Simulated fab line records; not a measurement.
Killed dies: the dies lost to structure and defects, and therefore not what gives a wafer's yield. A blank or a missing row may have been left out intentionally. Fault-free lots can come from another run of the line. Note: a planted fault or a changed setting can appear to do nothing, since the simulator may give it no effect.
Split-lot trial    flow n5-finfet    21 wafers read from 7 lots, route of 1938 steps

## ON THE SPLIT
At N5_HKMG_FIN_COAT_41 (time 60 s, resist thk 300 nm), the setting spin-rpm was moved away from the recipe's 1500 rpm on 7 of the 21 wafers read, by -10.2% to +7.7%. All remaining wafers had this setting at the recipe value.

## FROM THE SPLIT TO THE READING: what the file shows between them, 4 steps
- N5_HKMG_FIN_COAT_42: time 60 s, resist thk 35 nm
- N5_HKMG_FIN_COAT_43: resist thk 90 nm
- N5_HKMG_FIN_STRIP_56: strips in N2/H2
- N5_HKMG_FIN_STRIP_57: strips in CF4

## THE READING
SOC_of_HKMG_FIN_COAT_41.thk-nm (the simulator's own value, which no gauge read), in nm, at N5_HKMG_FIN_ETCH_58 (etches SOC in N2/H2, target depth 215.8 nm, time 741 s). No usual value for it is given in the file. The 14 wafers here that ran the recipe average 85.6 nm, standard deviation 4.1 nm.

wafer   tool, chamber at the split  spin-rpm as run, rpm  against the recipe  SOC_of_HKMG_FIN_COAT_41.thk-nm, nm  against lot-mates on the recipe
L074.1  litho-track-04, 0           1500                  recipe              84.2                                -
L074.2  litho-track-04, 0           1500                  recipe              90.8                                -
L074.6  litho-track-04, 0           1500                  recipe              92.2                                -
L076.1  litho-track-05, 0           1347                  -10.2%              106.8                               +16.0
L076.3  litho-track-05, 0           1347                  -10.2%              106                                 +15.2
L076.6  litho-track-05, 0           1500                  recipe              90.8                                -
L078.3  litho-track-04, 0           1500                  recipe              83.2                                -
L078.4  litho-track-04, 0           1500                  recipe              86                                  -
L078.6  litho-track-04, 0           1500                  recipe              88                                  -
L081.1  litho-track-05, 0           1598                  +6.5%               73.2                                -16.2
L081.2  litho-track-05, 0           1500                  recipe              89.4                                -
L081.6  litho-track-05, 0           1598                  +6.5%               76                                  -13.4
L080.1  litho-track-03, 0           1615                  +7.7%               70                                  no lot-mate on the recipe
L080.3  litho-track-03, 0           1615                  +7.7%               70                                  no lot-mate on the recipe
L080.5  litho-track-03, 0           1615                  +7.7%               69.2                                no lot-mate on the recipe
L088.2  litho-track-03, 0           1500                  recipe              82                                  -
L088.3  litho-track-03, 0           1500                  recipe              80.2                                -
L088.5  litho-track-03, 0           1500                  recipe              82.8                                -
L097.2  litho-track-03, 0           1500                  recipe              78.2                                -
L097.3  litho-track-03, 0           1500                  recipe              86.4                                -
L097.5  litho-track-03, 0           1500                  recipe              84.6                                -

FIT RESULTS
A straight line over all 21 wafers: SOC_of_HKMG_FIN_COAT_41.thk-nm changes by -1.99 nm for each +1% of spin-rpm; r = -0.94; the points scatter about the line by 3.6 nm.
The same after taking each lot's own level away (the mean of its wafers on the recipe; 18 wafers): -1.76 nm for each +1%; r = -0.94; scatter 2.7 nm.
Per that fit: largest spin-rpm move, reading shift of 18 nm.
Across the lots, their own levels run from 81.67 to 90.80 nm, a range of 2.2 times the standard deviation given above.
So the lot-to-lot level changes the slope: the two fits differ.
Check: with one of the wafers moved furthest among these (-10.2%) left out of the fit, the line predicts +18.1 nm for it against its lot-mates. It came out at +16 nm against them.

## ADDITIONAL SPLITS CARRIED BY THESE WAFERS
These wafers also went through other splits before the reading. Each is held against what the fit with the lots' levels taken away leaves over:
other split on the same wafers  wafers away from the commonest value  r with SOC_of_HKMG_FIN_COAT_41.thk-nm (lot level and that fit taken away)
N5_SD_EPI_N_PEB_07 peb-temp-c   3                                     -0.42
N5_SDB_COAT_05 spin-rpm         7                                     -0.24

## THE WHOLE CHAIN: every reading that the file lists as answering this split, in the file's order
step                 what it does                                            reading                                                                          change (the file's fit)               r (the file's)
N5_HKMG_FIN_COAT_41  time 60 s, resist thk 300 nm                            SOC_of_HKMG_FIN_COAT_41.thk-nm (the simulator's own value, which no gauge read)  -1.47 nm for each +1% of the setting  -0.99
N5_HKMG_FIN_ETCH_58  etches SOC in N2/H2, target depth 215.8 nm, time 741 s  SOC_of_HKMG_FIN_COAT_41.thk-nm (the simulator's own value, which no gauge read)  -1.74 nm for each +1% of the setting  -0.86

## FILE'S OWN FIT
SOC_of_HKMG_FIN_COAT_41.thk-nm changes by -1.74 nm for each +1% of spin-rpm, r = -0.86.
